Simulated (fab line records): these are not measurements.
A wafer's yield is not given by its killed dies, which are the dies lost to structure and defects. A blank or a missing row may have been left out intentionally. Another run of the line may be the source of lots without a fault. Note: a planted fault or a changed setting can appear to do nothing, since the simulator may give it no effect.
Matching of chambers	flow n5_finfet	N5_BEOL_M2_DEP_57 on pecvd-04: 3 sister chambers
The step deposits SiCN from 3MS/NH3, target thk 8 nm, time 14 s. 3 wafers are shown with their chamber, then 9 later ones without.

## WAFERS WITH THEIR CHAMBER
wafer	chamber	throttle_valve_pct (%)
L083.1	2	9.1
L083.2	1	10.6
L083.4	0	9.2

## WAFERS WHOSE CHAMBER IS MISSING
wafer	throttle_valve_pct (%)
L084.1	10.6
L084.2	9.1
L084.3	9.1
L084.4	9.3
L084.5	9.2
L084.6	10.6
L094.1	9.2
L094.2	9.1
L094.5	10.6

## EACH ONE'S CHAMBER
wafer	from the rows above	in truth
L084.1	1	1
L084.2	2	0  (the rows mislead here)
L084.3	2	2
L084.4	0	0
L084.5	0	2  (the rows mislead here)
L084.6	1	1
L094.1	0	0
L094.2	2	2
L094.5	1	1
7 of 9 placed correctly. Left unplaced by these rows: 0. 2 placed wrongly.
How it was worked out, from the rows above alone: a wafer's distance from a chamber is the root of the sum, over the readings, of the square of ((its reading less the chamber's mean) divided by the reading's scatter). If the next closest chamber is less than 2 further off than the closest, the wafer can't be placed; otherwise it belongs to the closest. For every chamber, the mean is computed from those of its wafers that are shown. The scatter: with one shown wafer a chamber, the root of the mean of the squares of how far each hidden wafer lies from its nearest shown one.
